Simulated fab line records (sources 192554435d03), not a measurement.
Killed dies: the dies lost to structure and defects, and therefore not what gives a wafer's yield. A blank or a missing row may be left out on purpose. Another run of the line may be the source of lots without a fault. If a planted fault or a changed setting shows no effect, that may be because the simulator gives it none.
fab line records | flow n5Finfet
record lots=6 | wafers=18 | lastDay=18
route steps=1938 shown BEOL_M9@1454 PASSIVATION@1936
lots with no fault: from the same line, run without faults
startH: the number of hours between the record's first day and the start of the first shown wafer of the lot | waitH: time in hours since the lot's previous step | " unchanged from the row above | L1.1+2: a single row standing in for several wafers | - no value, or no start was given | * or withheld: withheld | < > ~ a bound
route shown NAME@n: names a module that has steps shown in the file, with the first one's number in the route | usual: mean and standard deviation over wafers with no fault | same: alike in all rows | chamber/n: place in a boat | sites: each site's reading | _std_site: the values' standard deviation | _edge_site: the outer-site mean with the inner-site mean subtracted | radiusMm: how far each site lies from the wafer's centre | mask NAME#n: copy n | behind: tool/chamber where the wafer was last shaped | hold: why the lot went on hold/how many hours it stayed there/how the hold came to an end | device: whichever transistor did not switch (one of n, p or np) | end of line: the same wafers' tests at the end of the route | a step without rows: its recipe alone | killed: not the wafer's yield, but the dies lost to structure and defects at the first sort | map: per-die view of a wafer (x killed, . not killed, _ where there is no die)
set.NAME: setting as actually run; set.NAME@STEP: the setting as run at that earlier step | model.NAME: the simulator's own value behind a step, which no gauge read
certain route steps with their lots: each step a table, each wafer a row
services: the hour from which a tool's chamber was out of use, counted from the record's first day as startH (under 0 if before that day), plus the number of hours and why
## steps
# step N5_BEOL_M9_CD_MEAS_35
# recipe targetCdNm=70 | targetCdYNm=40 | polarity=opening
# usual cdNm=70.0/0.47
lot.wafer | tool     | chamber | startH | waitH | cdNm
L573.1    | cdSem-01 | -       | 252.39 | 0.0   | 69.1
L573.4    | "        | -       | "      | "     | 69.1
L573.6    | "        | -       | "      | "     | 70.3
L575.2    | cdSem-01 | -       | 274.19 | 0.0   | 69.8
L575.3    | "        | -       | "      | "     | 70.8
L575.5    | "        | -       | "      | "     | 70.7
L574.2    | cdSem-03 | -       | 279.26 | 0.0   | 69.9
L574.3    | "        | -       | "      | "     | 70.6
L574.6    | "        | -       | "      | "     | 70.6
L586.1    | cdSem-02 | -       | 322.81 | 0.0   | 70.4
L586.2    | "        | -       | "      | "     | 70.1
L586.5    | "        | -       | "      | "     | 70.0
L589.1    | cdSem-03 | -       | 347.04 | 0.0   | 71.4
L589.3    | "        | -       | "      | "     | 70.2
L589.6    | "        | -       | "      | "     | 71.1
L592.2    | cdSem-01 | -       | 382.34 | 0.0   | 69.9
L592.4    | "        | -       | "      | "     | 70.1
L592.5    | "        | -       | "      | "     | 70.3
# step N5_BEOL_M9_CURE_72
# recipe tempC=370 | timeS=120 | ambient=DMADMS/He | material=SiCOH_lowk
# step N5_BEOL_M9_DEGAS_44
# recipe ambient=vacuum | tempC=250 | timeS=60
# step N5_BEOL_M9_PRE_CLEAN_45
# recipe gas=H2/He | timeS=30 | tempC=250
# step N5_BEOL_M9_ALD_74
# recipe material=TaN | targetThkA=20 | tempC=275 | aldPrecursorFamily=PDMAT | aldCoReactant=NH3 | pressureTorr=3 | carrierFlowSccm=1500 | pulseTimeS=2 | purgeTimeS=3 | coReactantPurgeTimeS=2 | coReactantPulseTimeS=3 | aldCycles=40 | precursorVesselTempC=75 | precursorVesselPressureTorr=26.25 | precursorVesselCarrierSccm=1000
# usual chamberPressureTorr=3.000/0.0063 | heaterPowerW=425/47 | precursorVesselTempC=75.00/0.12
lot.wafer | tool        | chamber | startH | waitH | chamberPressureTorr | heaterPowerW | precursorVesselTempC
L573.1    | aldMetal-03 | 0       | 254.28 | 0.0   | 3.007               | 397          | 75.01
L573.4    | "           | 2       | "      | "     | 2.997               | 335          | 74.95
L573.6    | "           | 0       | "      | "     | 3.001               | 397          | 74.92
L575.2    | aldMetal-03 | 2       | 274.78 | 0.0   | 2.999               | 337          | 75.04
L575.3    | "           | 3       | "      | "     | 3.003               | 373          | 75.13
L575.5    | "           | 0       | "      | "     | 3.001               | 397          | 75.19
L574.2    | aldMetal-03 | 3       | 280.12 | 0.3   | 3.004               | 369          | 75.00
L574.3    | "           | 1       | "      | "     | 2.993               | 454          | 75.22
L574.6    | "           | 1       | "      | "     | 2.991               | 443          | 75.16
L586.1    | aldMetal-02 | 1       | 323.58 | 0.0   | 3.009               | 431          | 75.05
L586.2    | "           | 0       | "      | "     | 3.001               | 493          | 75.05
L586.5    | "           | 0       | "      | "     | 3.011               | 500          | 75.11
L589.1    | aldMetal-04 | 0       | 347.76 | 0.1   | 2.986               | 371          | 75.01
L589.3    | "           | 1       | "      | "     | 3.002               | 429          | 74.98
L589.6    | "           | 3       | "      | "     | 2.996               | 450          | 74.95
L592.2    | aldMetal-04 | 1       | 382.86 | 0.0   | 2.995               | 415          | 75.04
L592.4    | "           | 3       | "      | "     | 2.996               | 444          | 74.91
L592.5    | "           | 1       | "      | "     | 2.998               | 414          | 75.01
# step N5_BEOL_M9_SURFACE_TREAT_79
# recipe gas=Ar | timeS=* | ionEnergyEv=* | ionCurrentMaCm2=0.5 | pressureMtorr=* | arFlowSccm=30
# step N5_BEOL_M9_CVD_78
# recipe material=Co | targetThkA=20 | tempC=withheld | precursor=CCTBA/H2 | pressureTorr=30 | timeS=138.9
# step N5_BEOL_M9_SPUTTER_48
# recipe material=Cu | targetThkA=120 | tempC=-20 | biasV=60 | powerW=26000 | chamberPressurePa=0.13 | timeS=2
# usual biasV=60.0/0.65 | throttleValvePct=30.5/0.64
lot.wafer | tool          | chamber | startH | waitH | biasV | throttleValvePct
L573.1    | pvdSputter-03 | -       | 255.06 | 0.1   | 60.5  | 31.0
L573.4    | "             | -       | "      | "     | 61.8  | 30.2
L573.6    | "             | -       | "      | "     | 60.6  | 29.5
L575.2    | pvdSputter-03 | -       | 276.42 | 0.1   | 60.0  | 30.5
L575.3    | "             | -       | "      | "     | 60.5  | 30.8
L575.5    | "             | -       | "      | "     | 60.9  | 30.0
L574.2    | pvdSputter-03 | -       | 282.45 | 1.5   | 60.5  | 30.3
L574.3    | "             | -       | "      | "     | 59.5  | 30.9
L574.6    | "             | -       | "      | "     | 60.6  | 30.7
L586.1    | pvdSputter-01 | -       | 325.27 | 0.9   | 59.6  | 31.3
L586.2    | "             | -       | "      | "     | 59.4  | 30.2
L586.5    | "             | -       | "      | "     | 59.3  | 30.3
L589.1    | pvdSputter-01 | -       | 348.98 | 0.4   | 60.5  | 30.7
L589.3    | "             | -       | "      | "     | 60.4  | 31.6
L589.6    | "             | -       | "      | "     | 61.0  | 30.8
L592.2    | pvdSputter-03 | -       | 383.49 | 0.1   | 61.1  | 29.5
L592.4    | "             | -       | "      | "     | 60.0  | 30.4
L592.5    | "             | -       | "      | "     | 60.4  | 29.4
# step N5_BEOL_M9_ECD_50
# recipe material=Cu | targetThkA=3180
# step N5_BEOL_M9_ANNEAL_51
# recipe tempC=225 | timeS=90 | ambient=N2
# usual wafer_temp_C_max=225.72/0.23
lot.wafer | tool         | chamber | startH | waitH | wafer_temp_C_max
L573.1    | rtpAnneal-01 | 0       | 255.29 | 0.1   | 225.45
L573.4    | "            | 0       | "      | "     | 225.74
L573.6    | "            | 0       | "      | "     | 225.81
L575.2    | rtpAnneal-02 | 0       | 276.71 | 0.1   | 225.72
L575.3    | "            | 0       | "      | "     | 225.78
L575.5    | "            | 0       | "      | "     | 225.70
L574.2    | rtpAnneal-02 | 0       | 282.89 | 0.3   | 225.91
L574.3    | "            | 0       | "      | "     | 225.91
L574.6    | "            | 0       | "      | "     | 225.97
L586.1    | rtpAnneal-01 | 0       | 325.50 | 0.1   | 225.79
L586.2    | "            | 0       | "      | "     | 225.82
L586.5    | "            | 0       | "      | "     | 225.76
L589.1    | rtpAnneal-01 | 0       | 349.48 | 0.3   | 225.77
L589.3    | "            | 0       | "      | "     | 225.58
L589.6    | "            | 0       | "      | "     | 225.51
L592.2    | rtpAnneal-01 | 0       | 386.17 | 2.5   | 225.49
L592.4    | "            | 0       | "      | "     | 225.76
L592.5    | "            | 0       | "      | "     | 225.58
# step N5_BEOL_M9_CMP_52
# recipe stopOn=SiCOH_lowk | tOverpolishS=7 | downForcePsi=1 | platenRpm=50 | clearingPlatenDownForcePsi=1.5 | clearingPlatenRpm=50 | postCmpClean=cuAlkaline | targetThkNm=140 | clearingPlatenPadVelocityMS=0.99484 | padVelocityMS=0.99484
# usual barrierFieldEndpointS=29.3/0.57 | motorCurrentA=6.0/0.59 | overpolishRunS=6.999/0.0095 | timeToEndpointS=67.0/2.5
lot.wafer | tool   | chamber | startH | waitH | barrierFieldEndpointS | motorCurrentA | overpolishRunS | timeToEndpointS
L573.1    | cmp-03 | 3       | 255.62 | 0.3   | 28.9                  | 7.0           | 7.005          | 68.8
L573.4    | "      | 1       | "      | "     | 28.9                  | 5.9           | 6.994          | 66.0
L573.6    | "      | 3       | "      | "     | 29.6                  | 6.9           | 6.973          | 69.3
L575.2    | cmp-02 | 3       | 277.00 | 0.2   | 27.8                  | 6.5           | 7.017          | 67.8
L575.3    | "      | 0       | "      | "     | 29.2                  | 5.5           | 6.993          | 70.1
L575.5    | "      | 3       | "      | "     | 28.5                  | 6.3           | 6.991          | 64.6
L574.3    | cmp-01 | 0       | 283.14 | 0.2   | 29.3                  | 5.7           | 6.987          | 69.1
L574.2    | "      | 3       | "      | "     | 29.7                  | 5.3           | 6.990          | 71.0
L574.6    | "      | 1       | "      | "     | 29.7                  | 6.0           | 6.990          | 71.2
L586.1    | cmp-01 | 0       | 325.83 | 0.3   | 28.9                  | 5.7           | 6.999          | 70.3
L586.2    | "      | 3       | "      | "     | 29.5                  | 5.6           | 6.995          | 70.8
L586.5    | "      | 0       | "      | "     | 29.7                  | 5.5           | 6.992          | 69.4
L589.3    | cmp-03 | 3       | 350.58 | 0.6   | 29.4                  | 6.9           | 7.007          | 66.8
L589.1    | "      | 1       | "      | "     | 28.4                  | 6.6           | 7.008          | 62.0
L589.6    | "      | 3       | "      | "     | 29.9                  | 6.9           | 6.998          | 64.7
L592.4    | cmp-01 | 0       | 386.68 | 0.2   | 29.1                  | 5.6           | 7.009          | 67.3
L592.2    | "      | 1       | "      | "     | 28.7                  | 6.1           | 7.000          | 69.2
L592.5    | "      | 3       | "      | "     | 29.6                  | 5.6           | 7.000          | 67.6
# step N5_BEOL_M9_THK_MEAS_53
# recipe thkMeasGauge=xrf | reads=Cu_of_BEOL_M9_ECD_50
# usual M9_THK=141/3.1
lot.wafer | tool         | chamber | startH | waitH | M9_THK[nm]
L573.1    | filmMetro-02 | -       | 255.88 | -     | 137
L573.4    | "            | -       | "      | "     | 139
L573.6    | "            | -       | "      | "     | 138
L575.2    | filmMetro-01 | -       | 277.26 | -     | 140
L575.3    | "            | -       | "      | "     | 139
L575.5    | "            | -       | "      | "     | 140
L574.2    | filmMetro-01 | -       | 283.43 | -     | 143
L574.3    | "            | -       | "      | "     | 138
L574.6    | "            | -       | "      | "     | 141
L586.1    | filmMetro-02 | -       | 326.12 | -     | 144
L586.2    | "            | -       | "      | "     | 141
L586.5    | "            | -       | "      | "     | 144
L589.1    | filmMetro-02 | -       | 350.88 | -     | 139
L589.3    | "            | -       | "      | "     | 137
L589.6    | "            | -       | "      | "     | 137
L592.2    | filmMetro-01 | -       | 386.94 | -     | 148
L592.4    | "            | -       | "      | "     | 146
L592.5    | "            | -       | "      | "     | 148
# step N5_BEOL_M9_PRE_CLEAN_55
# recipe gas=NH3 | timeS=15 | tempC=withheld | rfPowerW=300
# usual rfFwdPowerW=295.1/1.7
lot.wafer | tool     | chamber | startH | waitH | rfFwdPowerW
L573.1    | pecvd-04 | 2       | 255.92 | 0.0   | 296.5
L573.4    | "        | 1       | "      | "     | 295.8
L573.6    | "        | 0       | "      | "     | 297.2
L575.2    | pecvd-04 | 1       | 277.29 | 0.0   | 202.5
L575.3    | "        | 2       | "      | "     | 204.1
L575.5    | "        | 1       | "      | "     | 203.3
L574.2    | pecvd-04 | 1       | 283.47 | 0.0   | 201.1
L574.3    | "        | 1       | "      | "     | 201.9
L574.6    | "        | 2       | "      | "     | 203.5
L586.1    | pecvd-03 | 1       | 326.16 | 0.0   | 296.0
L586.2    | "        | 2       | "      | "     | 293.8
L586.5    | "        | 0       | "      | "     | 297.1
L589.1    | pecvd-02 | 2       | 350.92 | 0.0   | 293.2
L589.3    | "        | 1       | "      | "     | 295.0
L589.6    | "        | 2       | "      | "     | 292.6
L592.2    | pecvd-03 | 1       | 386.97 | 0.0   | 294.8
L592.4    | "        | 1       | "      | "     | 294.7
L592.5    | "        | 2       | "      | "     | 294.4
# step N5_BEOL_M9_DEP_56
# recipe material=SiCN | targetThkA=150 | tempC=withheld | precursor=3MS/NH3 | pressureTorr=3 | rfW=202 | timeS=26.5
# usual chamberPressureTorr=2.999/0.0072 | showerheadPlenumPTorr=3.663/0.011 | throttleValvePct=9.0/0.31
lot.wafer | tool     | chamber | startH | waitH | chamberPressureTorr | showerheadPlenumPTorr | throttleValvePct
L573.1    | pecvd-04 | 2       | 255.94 | 0.0   | 3.012               | 3.658                 | 9.3
L573.4    | "        | 1       | "      | "     | 3.001               | 3.674                 | 8.6
L573.6    | "        | 0       | "      | "     | 2.997               | 3.681                 | 9.5
L575.2    | pecvd-04 | 1       | 277.33 | 0.0   | 3.000               | 3.659                 | 8.6
L575.3    | "        | 2       | "      | "     | 2.991               | 3.662                 | 9.4
L575.5    | "        | 1       | "      | "     | 3.001               | 3.670                 | 8.3
L574.2    | pecvd-04 | 1       | 283.51 | 0.0   | 3.003               | 3.661                 | 8.6
L574.3    | "        | 1       | "      | "     | 3.017               | 3.671                 | 8.7
L574.6    | "        | 2       | "      | "     | 3.014               | 3.658                 | 9.2
L586.1    | pecvd-03 | 1       | 326.18 | 0.0   | 2.996               | 3.647                 | 8.7
L586.2    | "        | 2       | "      | "     | 2.994               | 3.646                 | 9.0
L586.5    | "        | 0       | "      | "     | 2.998               | 3.657                 | 9.4
L589.1    | pecvd-02 | 2       | 350.94 | 0.0   | 3.004               | 3.659                 | 9.2
L589.3    | "        | 1       | "      | "     | 2.990               | 3.658                 | 8.9
L589.6    | "        | 2       | "      | "     | 3.002               | 3.661                 | 9.3
L592.2    | pecvd-03 | 1       | 387.00 | 0.0   | 2.998               | 3.649                 | 8.8
L592.4    | "        | 1       | "      | "     | 2.995               | 3.649                 | 9.0
L592.5    | "        | 2       | "      | "     | 2.997               | 3.650                 | 8.9
# step N5_PASSIVATION_PROBE_49
# usual defectLimitedYield=91.1/1.5 | killed_at_M0_to_M3=36/11 | killed_at_M4_up=14/5.6 | killedAtContacts=11/5.6 | killedAtFrontEnd=40/12 | killedAtOther=4/3.2 | killedDies=105/17 | killedOpen=69/12 | killedShort=34/8.4 | sort_bin_5_function=5.2/0.95 | sort_bin_6_memory=3.3/0.63 | sortNPass=1075/17 | sortYieldPct=91.1/1.5
# same grossDies=1180 | killedAtBackSide=0 | sort_bin_4_leakage[%]=0 | sort_bin_8_speed[%]=0
lot.wafer | tool      | chamber | startH | waitH | defectLimitedYield[%] | killed_at_M0_to_M3 | killed_at_M4_up | killedAtContacts | killedAtFrontEnd | killedAtOther | killedDies | killedOpen | killedShort | sort_bin_5_function[%] | sort_bin_6_memory[%] | sortNPass | sortYieldPct[%]
L573.1    | prober-02 | -       | 324.41 | 0.0   | 91.6                  | 21                 | 19              | 12               | 39               | 8             | 99         | 57         | 40          | 4.8                    | 3.4                  | 1081      | 91.6
L573.4    | prober-02 | -       | 324.56 | 0.2   | 92.2                  | 35                 | 12              | 24               | 12               | 9             | 92         | 64         | 25          | 4.6                    | 2.9                  | 1088      | 92.2
L573.6    | prober-02 | -       | 324.66 | 0.3   | 93.8                  | 24                 | 8               | 10               | 25               | 6             | 73         | 42         | 29          | 3.6                    | 2.2                  | 1107      | 93.8
L575.2    | prober-01 | -       | 339.16 | 0.1   | 92.0                  | 43                 | 12              | 5                | 33               | 1             | 94         | 70         | 20          | 4.4                    | 3.5                  | 1086      | 92.0
L575.3    | prober-01 | -       | 339.21 | 0.1   | 91.9                  | 20                 | 8               | 11               | 50               | 6             | 95         | 58         | 34          | 4.6                    | 3.2                  | 1085      | 91.9
L575.5    | prober-01 | -       | 339.31 | 0.2   | 92.9                  | 27                 | 8               | 7                | 42               | 0             | 84         | 54         | 28          | 3.8                    | 3.0                  | 1096      | 92.9
L574.2    | prober-01 | -       | 345.23 | 0.1   | 91.2                  | 38                 | 17              | 10               | 32               | 7             | 104        | 59         | 42          | 4.9                    | 3.3                  | 1076      | 91.2
L574.3    | prober-01 | -       | 345.28 | 0.1   | 91.9                  | 36                 | 9               | 13               | 33               | 5             | 96         | 65         | 29          | 4.2                    | 3.6                  | 1084      | 91.9
L574.6    | prober-01 | -       | 345.43 | 0.3   | 92.3                  | 38                 | 13              | 8                | 28               | 4             | 91         | 61         | 30          | 4.7                    | 2.7                  | 1089      | 92.3
L586.1    | prober-02 | -       | 380.18 | 0.0   | 93.4                  | 15                 | 12              | 9                | 41               | 1             | 78         | 54         | 23          | 4.0                    | 2.6                  | 1102      | 93.4
L586.2    | prober-02 | -       | 380.23 | 0.1   | 93.4                  | 34                 | 14              | 6                | 20               | 4             | 78         | 54         | 19          | 3.6                    | 2.8                  | 1102      | 93.4
L586.5    | prober-02 | -       | 380.38 | 0.2   | 90.8                  | 41                 | 15              | 10               | 35               | 7             | 108        | 67         | 40          | 5.3                    | 3.4                  | 1072      | 90.8
L589.1    | prober-01 | -       | 412.49 | 0.0   | 90.5                  | 54                 | 16              | 10               | 25               | 7             | 112        | 74         | 36          | 5.8                    | 3.2                  | 1068      | 90.5
L589.3    | prober-01 | -       | 412.59 | 0.1   | 91.0                  | 36                 | 18              | 9                | 38               | 5             | 106        | 64         | 35          | 5.3                    | 3.2                  | 1074      | 91.0
L589.6    | prober-01 | -       | 412.74 | 0.3   | 89.2                  | 49                 | 11              | 13               | 55               | 0             | 128        | 80         | 46          | 6.5                    | 3.6                  | 1052      | 89.2
L592.2    | prober-02 | -       | 443.33 | 0.1   | 89.9                  | 40                 | 21              | 23               | 33               | 2             | 119        | 78         | 40          | 6.6                    | 3.3                  | 1061      | 89.9
L592.4    | prober-02 | -       | 443.43 | 0.2   | 91.5                  | 45                 | 11              | 11               | 29               | 4             | 100        | 75         | 24          | 4.8                    | 3.6                  | 1080      | 91.5
L592.5    | prober-02 | -       | 443.48 | 0.2   | 92.4                  | 29                 | 19              | 8                | 32               | 2             | 90         | 63         | 27          | 4.2                    | 3.1                  | 1090      | 92.4
# killed by level:class
L573.1 MOL_CONTACT_COAG:geometricParticle:open=9 FIN_SAQP:geometricParticle:short=8 STI_FIN_REVEAL:geometricParticle:open=5 DUMMY_GATE:geometricParticle:open=5 BEOL_M1:geometricParticle:open=4 BEOL_M2:geometricParticle:open=4 BEOL_M4:geometricParticle:open=4 BEOL_M5:geometricParticle:open=4
L573.4 MOL_CONTACT_COAG:geometricParticle:open=20 BEOL_M0_SAQP:geometricParticle:open=11 BEOL_M2:geometricParticle:open=7 BEOL_M1:geometricParticle:open=6 STI_FIN_REVEAL:geometricParticle:open=4 MOL_CONTACT_COAG:geometricParticle:short=4 BEOL_M3:geometricParticle:open=4 BEOL_M4:geometricParticle:open=4
L573.6 MOL_CONTACT_COAG:geometricParticle:open=9 BEOL_M2:geometricParticle:open=9 BEOL_M0_SAQP:geometricParticle:short=8 GATE_CUT:geometricParticle:short=6 FIN_SAQP:geometricParticle:short=4 DUMMY_GATE:geometricParticle:open=3 BEOL_M0_SAQP:geometricParticle:open=3 BEOL_M4:geometricParticle:open=3
L575.2 BEOL_M2:geometricParticle:open=20 FIN_SAQP:geometricParticle:open=10 BEOL_M3:geometricParticle:open=9 DUMMY_GATE:geometricParticle:open=4 GATE_CUT:geometricParticle:short=4 MOL_CONTACT_COAG:geometricParticle:open=4 BEOL_M0_SAQP:geometricParticle:open=4 BEOL_M8:geometricParticle:open=4
L575.3 FIN_SAQP:geometricParticle:short=14 STI_FIN_REVEAL:geometricParticle:open=14 MOL_CONTACT_COAG:geometricParticle:open=9 FIN_SAQP:geometricParticle:open=6 STI_FIN_REVEAL:geometricParticle:short=4 GATE_CUT:geometricParticle:open=4 BEOL_M2:geometricParticle:open=4 BEOL_M4:geometricParticle:open=4
L575.5 BEOL_M2:geometricParticle:open=8 FIN_SAQP:geometricParticle:open=7 MOL_CONTACT_COAG:geometricParticle:open=6 FIN_SAQP:geometricParticle:short=5 GATE_CUT:geometricParticle:open=5 DUMMY_GATE:geometricParticle:open=5 GATE_CUT:geometricParticle:short=5 BEOL_M1:geometricParticle:open=5
L574.2 BEOL_M0_SAQP:geometricParticle:short=15 BEOL_M2:geometricParticle:open=9 BEOL_M4:geometricParticle:open=8 BEOL_M0_SAQP:geometricParticle:open=8 MOL_CONTACT_COAG:geometricParticle:short=5 MOL_CONTACT_COAG:geometricParticle:open=5 STARTING-WAFER:geometricParticle:open=5 DUMMY_GATE:geometricParticle:open=4
L574.3 MOL_CONTACT_COAG:geometricParticle:open=11 BEOL_M0_SAQP:geometricParticle:open=11 STI_FIN_REVEAL:geometricParticle:open=10 BEOL_M2:geometricParticle:open=10 FIN_SAQP:geometricParticle:short=7 BEOL_M0_SAQP:geometricParticle:short=5 STI_FIN_REVEAL:geometricParticle:short=4 BEOL_M0:geometricParticle:open=3
L574.6 BEOL_M0_SAQP:geometricParticle:open=15 BEOL_M2:geometricParticle:open=10 BEOL_M4:geometricParticle:open=8 MOL_CONTACT_COAG:geometricParticle:open=7 BEOL_M0_SAQP:geometricParticle:short=6 FIN_SAQP:geometricParticle:short=5 STARTING-WAFER:geometricParticle:short=5 FIN_SAQP:geometricParticle:open=4
L586.1 FIN_SAQP:geometricParticle:open=12 FIN_SAQP:geometricParticle:short=11 DUMMY_GATE:geometricParticle:open=7 BEOL_M4:geometricParticle:open=7 MOL_CONTACT_COAG:geometricParticle:open=5 STI_FIN_REVEAL:geometricParticle:open=4 MOL_CONTACT_COAG:geometricParticle:short=4 BEOL_M2:geometricParticle:open=4
L586.2 BEOL_M0_SAQP:geometricParticle:open=14 STI_FIN_REVEAL:geometricParticle:open=7 BEOL_M2:geometricParticle:open=7 BEOL_M0_SAQP:geometricParticle:short=5 FIN_SAQP:geometricParticle:short=4 MOL_CONTACT_COAG:geometricParticle:open=4 BEOL_M4:geometricParticle:open=4 BEOL_M1:geometricParticle:open=3
L586.5 BEOL_M0_SAQP:geometricParticle:short=12 STI_FIN_REVEAL:geometricParticle:open=11 BEOL_M0_SAQP:geometricParticle:open=9 BEOL_M3:geometricParticle:open=9 FIN_SAQP:geometricParticle:open=6 MOL_CONTACT_COAG:geometricParticle:open=6 GATE_CUT:geometricParticle:short=5 BEOL_M2:geometricParticle:open=5
L589.1 BEOL_M0_SAQP:geometricParticle:open=13 BEOL_M1:geometricParticle:open=11 BEOL_M3:geometricParticle:open=8 FIN_SAQP:geometricParticle:open=7 BEOL_M0_SAQP:geometricParticle:short=7 MOL_CONTACT_COAG:geometricParticle:open=7 BEOL_M4:geometricParticle:open=7 BEOL_M2:geometricParticle:short=4
L589.3 FIN_SAQP:geometricParticle:short=12 MOL_CONTACT_COAG:geometricParticle:open=9 BEOL_M2:geometricParticle:open=9 FIN_SAQP:geometricParticle:open=8 BEOL_M0_SAQP:geometricParticle:short=7 BEOL_M0_SAQP:geometricParticle:open=7 BEOL_M3:geometricParticle:open=5 SPACER0:geometricParticle:open=4
L589.6 BEOL_M0_SAQP:geometricParticle:short=20 FIN_SAQP:geometricParticle:open=15 BEOL_M0_SAQP:geometricParticle:open=14 MOL_CONTACT_COAG:geometricParticle:open=11 FIN_SAQP:geometricParticle:short=10 STI_FIN_REVEAL:geometricParticle:open=7 BEOL_M1:geometricParticle:open=5 BEOL_M4:geometricParticle:open=5
L592.2 BEOL_M2:geometricParticle:open=14 MOL_CONTACT_COAG:geometricParticle:open=13 MOL_CONTACT_COAG:geometricParticle:short=10 BEOL_M4:geometricParticle:open=9 BEOL_M3:geometricParticle:open=8 FIN_SAQP:geometricParticle:open=7 FIN_SAQP:geometricParticle:short=5 GATE_CUT:geometricParticle:short=5
L592.4 BEOL_M2:geometricParticle:open=18 MOL_CONTACT_COAG:geometricParticle:open=10 BEOL_M0_SAQP:geometricParticle:open=9 BEOL_M0_SAQP:geometricParticle:short=7 FIN_SAQP:geometricParticle:short=5 STI_FIN_REVEAL:geometricParticle:open=4 BEOL_M4:geometricParticle:open=4 FIN_SAQP:geometricParticle:open=3
L592.5 BEOL_M4:geometricParticle:open=10 BEOL_M2:geometricParticle:open=9 FIN_SAQP:geometricParticle:open=8 FIN_SAQP:geometricParticle:short=6 MOL_CONTACT_COAG:geometricParticle:open=6 DUMMY_GATE:geometricParticle:open=4 BEOL_M1:geometricParticle:open=4 BEOL_M2:geometricParticle:short=4
## services
tool         | chamber | startH | hours | kind
cmp-01       | -       | 240.51 | 0.3   | repair
cmp-03       | -       | 246.69 | 4.0   | pm
cmp-02       | -       | 255.37 | 4.0   | pm
cmp-01       | -       | 265.45 | 0.5   | repair
pecvd-03     | -       | 270.21 | 0.6   | repair
pecvd-04     | 0       | 273.01 | 5.5   | scheduledDown
cmp-03       | -       | 273.77 | 4.5   | pm
aldMetal-03  | 2       | 279.44 | 5.9   | repair
pecvd-04     | 0       | 282.82 | 14.2  | repair
aldMetal-04  | -       | 289.42 | 2.8   | pm
cmp-03       | -       | 292.87 | 4.8   | pm
pecvd-03     | 0       | 296.00 | 7.2   | repair
pecvd-04     | 1       | 297.78 | 5.5   | scheduledDown
pecvd-03     | 2       | 318.15 | 4.3   | repair
aldMetal-04  | 2       | 331.61 | 21.0  | repair
cmp-03       | -       | 333.31 | 1.5   | repair
cmp-02       | -       | 335.62 | 5.2   | pm
aldMetal-03  | -       | 337.57 | 14.0  | pm
cmp-03       | -       | 341.65 | 1.3   | repair
cmp-03       | -       | 356.61 | 1.8   | repair
aldMetal-02  | 1       | 360.37 | 25.1  | repair
pecvd-03     | -       | 363.53 | 2.8   | pm
cmp-01       | -       | 369.76 | 0.3   | repair
rtpAnneal-02 | -       | 383.37 | 2.9   | pm
## key
firstSign step=N5_BEOL_M9_PRE_CLEAN_55 | reading=rfFwdPowerW | direction=down | sigmas=54 | usual=* | struck=*
effect none on later readings
metAt N5_BEOL_M9_PRE_CLEAN_55
struckWafers L574.2,L574.3,L574.6,L575.2,L575.3,L575.5
onsetBetween 255.92 277.29
fault kind=processParameterDrift | tool=pecvd-04 | chamber=- | onsetH=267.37 | steps=N5_BEOL_M9_PRE_CLEAN_55 | channel=rfPowerW | offset=* | shape=step | endH=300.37 | actsIn=* | stated=*
